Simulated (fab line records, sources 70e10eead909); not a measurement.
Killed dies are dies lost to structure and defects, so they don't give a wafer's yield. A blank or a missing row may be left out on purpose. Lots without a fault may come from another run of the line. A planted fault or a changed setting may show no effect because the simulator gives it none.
Which tool did it? | flow nand_harc | 13 lots, 39 wafers sampled, at 5 steps of a route of 1159

WHAT THE GAUGES READ, wafer by wafer
NHARC_A_SLIT_CD_MEAS_21. Usual: cd_nm 289.3 nm, standard deviation 1.2.
lot  | measured     | on        | cd_nm (nm)        | flag
L156 | day 14 15:43 | cd_sem-03 | 291.1 291.5 289.0 |
L158 | day 14 17:22 | cd_sem-01 | 286.7 287.0 285.3 |
L159 | day 14 21:52 | cd_sem-02 | 288.2 287.5 287.6 |
L160 | day 14 23:34 | cd_sem-02 | 289.3 289.3 288.8 |
L161 | day 16 08:37 | cd_sem-02 | 289.5 289.3 289.1 |
L165 | day 16 21:07 | cd_sem-02 | 290.7 289.7 289.1 |
L166 | day 17 19:29 | cd_sem-03 | 288.7 290.0 289.3 |
L168 | day 17 20:57 | cd_sem-03 | 287.8 289.3 288.3 |
L172 | day 18 11:43 | cd_sem-02 | 288.5 289.7 290.5 |
L173 | day 19 13:34 | cd_sem-02 | 287.2 288.2 289.4 |
L174 | day 19 19:01 | cd_sem-01 | 289.2 290.8 289.6 |
L176 | day 19 23:55 | cd_sem-03 | 289.4 289.4 290.1 |
L177 | day 20 00:05 | cd_sem-01 | 290.3 289.9 291.4 |

NHARC_A_CONTACT_CD_MEAS_42: target cd 200 nm. Usual: cd_nm 199.4 nm, standard deviation 0.87.
lot  | measured     | on        | cd_nm (nm)        | flag
L156 | day 16 09:23 | cd_sem-02 | 199.5 199.5 198.4 |
L158 | day 16 08:19 | cd_sem-02 | 199.1 197.3 199.3 |
L159 | day 17 01:01 | cd_sem-03 | 199.8 200.0 200.1 |
L160 | day 16 15:31 | cd_sem-02 | 199.8 199.2 199.3 |
L161 | day 17 23:20 | cd_sem-03 | 199.7 199.9 199.8 |
L165 | day 18 12:02 | cd_sem-02 | 199.5 200.6 200.7 |
L172 | day 20 04:35 | cd_sem-02 | 200.9 199.9 200.0 |
L173 | day 21 07:41 | cd_sem-01 | 199.1 199.4 199.4 |
L174 | day 21 14:28 | cd_sem-02 | 198.8 198.8 198.6 |
L176 | day 21 23:41 | cd_sem-03 | 199.4 199.6 199.8 |
L177 | day 21 22:53 | cd_sem-01 | 198.3 198.1 198.3 |

NHARC_END_SORT_01. Usual: defect_limited_yield 95.5 %, standard deviation 1.5; killed_at_array 27, standard deviation 10; killed_at_other 0.6, standard deviation 0.96; killed_at_periphery 3.4, standard deviation 2.7; killed_dies 31, standard deviation 10; killed_open 2.9, standard deviation 1.8; killed_short 1.8, standard deviation 1.4; sort_bin_2_pct 1.4 %, standard deviation 0.66; sort_bin_3_pct 0.25 %, standard deviation 0.23; sort_bin_4_pct 2.8 %, standard deviation 0.94; sort_n_pass 646, standard deviation 10; sort_rim_yield_pct 96.2 %, standard deviation 2.6; sort_yield_pct 95.5 %, standard deviation 1.5.
lot  | measured     | on        | defect_limited_yield (%) | killed_at_array | killed_at_other | killed_at_periphery | killed_dies | killed_open | killed_short | sort_bin_2_pct (%) | sort_bin_3_pct (%) | sort_bin_4_pct (%) | sort_n_pass | sort_rim_yield_pct (%) | sort_yield_pct (%) | flag
L156 | day 20 02:46 | prober-02 | 96.5 94.7 96.0           | 22 30 22        | 2 1 1           | 0 5 4               | 24 36 27    | 2 3 2       | 4 0 2        | 1.5 1.5 1.3        | 0.15 0.44 0.15     | 1.9 3.4 2.5        | 653 641 650 | 99.1 99.1 93.4         | 96.5 94.7 96.0     |
L158 | day 19 18:20 | prober-01 | 94.8 95.7 95.0           | 31 25 33        | 0 1 0           | 4 3 1               | 35 29 34    | 1 1 4       | 3 2 4        | 1.5 0.7 1.3        | 0.30 0 0.15        | 3.4 3.5 3.5        | 642 648 643 | 96.2 95.3 98.1         | 94.8 95.7 95.0     |
L159 | day 20 09:41 | prober-02 | 97.3 96.6 95.7           | 15 21 25        | 2 0 3           | 1 2 1               | 18 23 29    | 1 4 3       | 0 1 2        | 1.2 1.5 1.5        | 0 0 0              | 1.5 1.9 2.8        | 659 654 648 | 94.3 96.2 97.2         | 97.3 96.6 95.7     |
L160 | day 20 09:07 | prober-01 | 97.6 95.9 97.0           | 10 17 15        | 1 0 1           | 5 11 4              | 16 28 20    | 2 3 3       | 1 1 4        | 0.3 1.8 0.9        | 0 0 0.15           | 2.1 2.4 1.9        | 661 649 657 | 99.1 93.4 98.1         | 97.6 95.9 97.0     |
L161 | day 20 16:58 | prober-01 | 95.0 94.8 92.5           | 32 34 47        | 0 0 0           | 2 1 4               | 34 35 51    | 2 1 3       | 3 0 1        | 1.3 1.8 3.0        | 0.59 0.15 0.74     | 3.1 3.2 3.8        | 643 642 626 | 96.2 92.5 93.4         | 95.0 94.8 92.5     |
L165 | day 21 12:47 | prober-02 | 97.2 97.0 97.5           | 15 18 15        | 2 0 2           | 2 2 0               | 19 20 17    | 2 1 1       | 3 2 0        | 0.9 1.0 0.7        | 0 0 0.15           | 1.9 1.9 1.6        | 658 657 660 | 97.2 98.1 100.0        | 97.2 97.0 97.5     |
L172 | day 23 12:58 | prober-02 | 96.0 96.9 97.3           | 22 18 17        | 0 0 0           | 5 3 1               | 27 21 18    | 4 3 5       | 2 4 0        | 1.6 1.6 0.9        | 0.59 0 0           | 1.8 1.5 1.8        | 650 656 659 | 100.0 98.1 98.1        | 96.0 96.9 97.3     |
L173 | day 24 14:00 | prober-01 | 95.4 95.9 95.7           | 30 27 29        | 0 0 0           | 1 1 0               | 31 28 29    | 4 1 1       | 2 4 1        | 1.0 1.3 1.8        | 0.30 0 0           | 3.2 2.8 2.5        | 646 649 648 | 97.2 93.4 95.3         | 95.4 95.9 95.7     |
L174 | day 24 20:59 | prober-02 | 94.2 95.9 94.1           | 35 28 37        | 0 0 1           | 4 0 2               | 39 28 40    | 4 1 1       | 2 0 4        | 2.1 0.9 1.6        | 0.15 0.30 0.59     | 3.5 3.0 3.7        | 638 649 637 | 97.2 91.5 99.1         | 94.2 95.9 94.1     |
L176 | day 25 00:27 | prober-01 | 94.5 92.8 93.1           | 33 47 39        | 0 0 1           | 4 2 7               | 37 49 47    | 3 2 3       | 2 1 2        | 1.6 2.8 2.8        | 0.15 0 0.44        | 3.7 4.4 3.7        | 640 628 630 | 97.2 95.3 94.3         | 94.5 92.8 93.1     |
L177 | day 25 03:55 | prober-02 | 94.7 94.5 94.1           | 30 30 35        | 0 1 1           | 6 6 4               | 36 37 40    | 3 5 3       | 2 1 0        | 2.2 1.5 1.9        | 0.15 0.15 0.30     | 3.0 3.8 3.7        | 641 640 637 | 90.6 94.3 98.1         | 94.7 94.5 94.1     |

WHICH TOOL RAN EACH LOT (tool, then ch and the chambers of the sampled wafers, then the start)
lot  | NHARC_A_WL_FILL_STRIP_27             | NHARC_A_CONTACT_DEP_24
L156 | plasma_asher-02 ch 0,1, day 15 04:31 | pecvd-04 ch 0,1, day 16 03:37
L158 | plasma_asher-02 ch 0,1, day 15 05:55 | pecvd-04 ch 1,2, day 16 02:01
L159 | plasma_asher-01 ch 1, day 15 13:22   | pecvd-04 ch 0,1, day 16 11:52
L160 | plasma_asher-01 ch 0,1, day 15 10:49 | pecvd-03 ch 1,2, day 16 07:33
L161 | plasma_asher-01 ch 0,1, day 16 20:59 | pecvd-01 ch 0,1,2, day 17 19:51
L165 | plasma_asher-02 ch 0,1, day 17 09:29 | pecvd-03 ch 0,1, day 18 07:07
L166 | plasma_asher-01 ch 0,1, day 18 12:16 | pecvd-04 ch 1,2, day 19 11:34
L168 | plasma_asher-01 ch 0,1, day 18 14:53 | pecvd-03 ch 0,1,2, day 19 11:12
L172 | plasma_asher-01 ch 0,1, day 19 00:36 | pecvd-01 ch 0,2, day 20 00:36
L173 | plasma_asher-02 ch 0,1, day 20 03:59 | pecvd-04 ch 0,1,2, day 21 01:55
L174 | plasma_asher-01 ch 0,1, day 20 07:32 | pecvd-04 ch 0,1,2, day 21 10:48
L176 | plasma_asher-02 ch 0,1, day 20 12:19 | pecvd-04 ch 1,2, day 21 20:15
L177 | plasma_asher-01 ch 0,1, day 20 12:16 | pecvd-01 ch 0,2, day 21 19:00
- NHARC_A_WL_FILL_STRIP_27: strips in N2/H2, time 20 s.
- NHARC_A_CONTACT_DEP_24: deposits SiO2, target thk 500 nm.

WHAT THE TOOLS THEMSELVES READ (means of the sampled wafers that have a number; where no wafer has one, the mark that the record gives instead)
NHARC_A_WL_FILL_STRIP_27. Usual: drypump_motor_current_A 5.61 A, standard deviation 0.26; heater_power_w 349 W, standard deviation 49; temp_c 249.99 C, standard deviation 0.19.
lot  | tool            | drypump_motor_current_A (A) | heater_power_w (W) | temp_c (C) | flag
L156 | plasma_asher-02 | 5.55                        | 360                | 249.87     |
L158 | plasma_asher-02 | 5.56                        | 367                | 249.92     |
L159 | plasma_asher-01 | 5.37                        | 289                | 250.02     |
L160 | plasma_asher-01 | 5.62                        | 351                | 250.22     |
L161 | plasma_asher-01 | 5.53                        | 317                | 249.98     |
L165 | plasma_asher-02 | 5.79                        | 355                | 250.10     |
L166 | plasma_asher-01 | 5.62                        | 357                | 249.88     |
L168 | plasma_asher-01 | 5.63                        | 350                | 249.83     |
L172 | plasma_asher-01 | 5.59                        | 347                | 250.01     |
L173 | plasma_asher-02 | 5.78                        | 356                | 250.23     |
L174 | plasma_asher-01 | 5.50                        | 320                | 249.80     |
L176 | plasma_asher-02 | 5.80                        | 357                | 249.79     |
L177 | plasma_asher-01 | 5.63                        | 352                | 249.90     |

NHARC_A_CONTACT_DEP_24. Usual: chamber_pressure_Torr 6.502 Torr, standard deviation 0.014; flow_sccm 2650 sccm, standard deviation 8.4; heater_power_w 575 W, standard deviation 68; rf_fwd_power_W 898.5 W, standard deviation 2.7; showerhead_vpp_V 1840 V, standard deviation 75; throttle_valve_pct 15.9 %, standard deviation 0.39.
lot  | tool     | chamber_pressure_Torr (Torr) | flow_sccm (sccm) | heater_power_w (W) | rf_fwd_power_W (W) | showerhead_vpp_V (V) | throttle_valve_pct (%) | flag
L156 | pecvd-04 | 6.509                        | 2651             | 602                | 901.3              | 1930                 | 15.6                   |
L158 | pecvd-04 | 6.504                        | 2662             | 559                | 897.1              | 1846                 | 16.1                   |
L159 | pecvd-04 | 6.499                        | 2654             | 636                | 899.7              | 1892                 | 15.7                   |
L160 | pecvd-03 | 6.498                        | 2650             | 523                | 899.0              | 1768                 | 15.9                   |
L161 | pecvd-01 | 6.500                        | 2638             | 561                | 899.1              | 1831                 | 15.7                   |
L165 | pecvd-03 | 6.519                        | 2655             | 581                | 899.9              | 1730                 | 16.2                   |
L166 | pecvd-04 | -                            | -                | -                  | -                  | -                    | -                      | OFF
L168 | pecvd-03 | -                            | -                | -                  | -                  | -                    | -                      | OFF
L172 | pecvd-01 | 6.505                        | 2653             | 642                | 902.1              | 1824                 | 15.6                   |
L173 | pecvd-04 | 6.510                        | 2656             | 611                | 899.7              | 1879                 | 15.9                   |
L174 | pecvd-04 | 6.489                        | 2651             | 605                | 900.9              | 1873                 | 15.7                   |
L176 | pecvd-04 | 6.503                        | 2651             | 584                | 897.4              | 1889                 | 15.9                   |
L177 | pecvd-01 | 6.488                        | 2651             | 609                | 895.2              | 1800                 | 15.7                   |

THE ANSWER, worked out from the rows above alone
Rule: a lot is off if the mean of its wafers that have a number lies more than 3 standard deviations from the usual mean. A lot without any number at a reading at which 4 lots or more have one is off too. The other lots that the step has rows for count as sound. The gauges are gone through in route order, then the tools' own readings, and for those a lot's mean is taken as printed above. The first step at which some lot is off is used, and at that step the reading that is off furthest; a lot without a number counts as furthest.
Off: L166, L168, at NHARC_A_CONTACT_DEP_24 (chamber_pressure_Torr). Without a number there: L166, L168.
A tool fits if, at that step or a process step before it, it ran every lot that is off, and no sound lot after the first of them. None of those tried fits.

WHAT THE SIMULATOR HAD PUT IN
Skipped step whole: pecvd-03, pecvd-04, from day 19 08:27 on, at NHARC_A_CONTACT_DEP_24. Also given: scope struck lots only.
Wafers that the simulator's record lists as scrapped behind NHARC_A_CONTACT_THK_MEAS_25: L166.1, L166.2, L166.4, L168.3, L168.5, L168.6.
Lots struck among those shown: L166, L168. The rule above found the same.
